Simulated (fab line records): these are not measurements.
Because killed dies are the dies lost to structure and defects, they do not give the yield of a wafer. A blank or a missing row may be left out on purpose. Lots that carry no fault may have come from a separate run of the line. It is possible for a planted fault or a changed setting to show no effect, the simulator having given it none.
A lot that was struck, set against a sound lot / flow nand_harc / 15 steps out of a route of 1302
Sound: the wafers L308.1, L308.2, L308.4. Struck: wafer L319.5. (L319.1 of the same lot was not struck and is left out.) The cause comes at the end.
Each step with rows lists, per side, the tool, then ch with its chambers, then its first start. Under that, the readings that differ: sound wafers / struck wafers / difference of the means / sigmas: that difference in standard deviations of wafers without a fault.
alike: words and numbers the same on both sides, and readings whose means are apart by under 2 such deviations; not compared: readings that were withheld, readings missing a value for some wafer, numbers with overlapping values and no deviation given by the record, and bounds like >300 which may hide the same value.
A row with sigmas, a row that says differs or no value, or rows on one side alone: a step with any of these is where the two part. Non-overlapping numbers with no deviation appear without sigmas and do not part them. A reading that every wafer of one side lacks parts them only if that side has two wafers or more.

first, 8 steps without rows for these wafers: NHARC_A_CHANNEL_HOLE_D1_COAT_36 (time 75 s); NHARC_A_CHANNEL_HOLE_D1_COAT_37 (time 65 s); NHARC_A_CHANNEL_HOLE_D1_COAT_04 (resist thk 90 nm); NHARC_A_CHANNEL_HOLE_D1_SOFTBAKE_05 (time 55 s); NHARC_A_CHANNEL_HOLE_D1_EBR_06; NHARC_A_CHANNEL_HOLE_D1_EXPOSE_07 (exposes mask HOLE D1, target cd 100 nm); NHARC_A_CHANNEL_HOLE_D1_PEB_08 (peb time 65 s); NHARC_A_CHANNEL_HOLE_D1_DEVELOP_09 (develop time 35 s).
NHARC_A_CHANNEL_HOLE_D1_CD_MEAS_10: target cd 100 nm.
  sound on cd_sem-02 ch 0, day 13 01:28; struck on cd_sem-02 ch 0, day 17 15:59
  alike: cd_nm
NHARC_A_CHANNEL_HOLE_D1_OVL_MEAS_11:
  sound: overlay-01 at day 13 01:33; struck: overlay-01 at day 17 16:05
  alike: overlay_x_nm, overlay_y_nm
NHARC_A_CHANNEL_HOLE_D1_INSPECT_12:
  sound: defect_inspect-02 at day 13 01:35; struck: defect_inspect-01 at day 17 16:07
  alike: raw_defect_count
NHARC_A_CHANNEL_HOLE_D1_DESCUM_15: chemistry O2, time 3 s.
  sound on rie_diel-02 ch 0,1,2, day 13 01:39; struck on rie_diel-09 ch 2, day 17 16:11
reading=oes_product_au (a.u.); sound=1.014 0.998 1.020; struck=0.990; difference=-0.021; sigmas=-2
  alike: drypump_motor_current_A, rf_vpp_V, showerhead_plenum_p_Torr, throttle_valve_pct
  not compared: rf_hours_counter_h
NHARC_A_CHANNEL_HOLE_D1_ETCH_38: etches the open film in CF4, target depth 39 nm, time 65 s.
  sound on rie_diel-02 ch 0,1,2, day 13 01:44; struck on rie_diel-09 ch 0, day 17 16:16
reading=oes_product_au (a.u.); sound=1.005 1.008 1.009; struck=0.829; difference=-0.178; sigmas=-19
  alike: drypump_motor_current_A, rf_vpp_V, showerhead_plenum_p_Torr, throttle_valve_pct
  not compared: rf_hours_counter_h
NHARC_A_CHANNEL_HOLE_D1_ETCH_39: etches the open film in N2/H2, target depth 260 nm, time 325 s.
  sound: rie_diel-02 ch 0,1,3; struck: rie_diel-09 ch 2
reading=drypump_motor_current_A (A); sound=5.8 6.1 5.9; struck=6.6; difference=+0.7; sigmas=+2
  alike: h2_flow_sccm, oes_product_au, rf_vpp_V, showerhead_plenum_p_Torr, throttle_valve_pct
  not compared: rf_hours_counter_h
-- record jumps: 17 days between struck wafers' starts before vs after; left off in module A_CHANNEL_HOLE_D1, resumes in module END, first step shown is number 1302 of the route --
NHARC_END_SORT_01:
  at this point the record logs the struck wafers (prober-02 ch 0, day 34 12:49) and has no rows for the sound ones

== WHERE THEY PART ==
Earliest at NHARC_A_CHANNEL_HOLE_D1_DESCUM_15; latest, in this record, at NHARC_END_SORT_01.

WHY: whatever the simulator had introduced
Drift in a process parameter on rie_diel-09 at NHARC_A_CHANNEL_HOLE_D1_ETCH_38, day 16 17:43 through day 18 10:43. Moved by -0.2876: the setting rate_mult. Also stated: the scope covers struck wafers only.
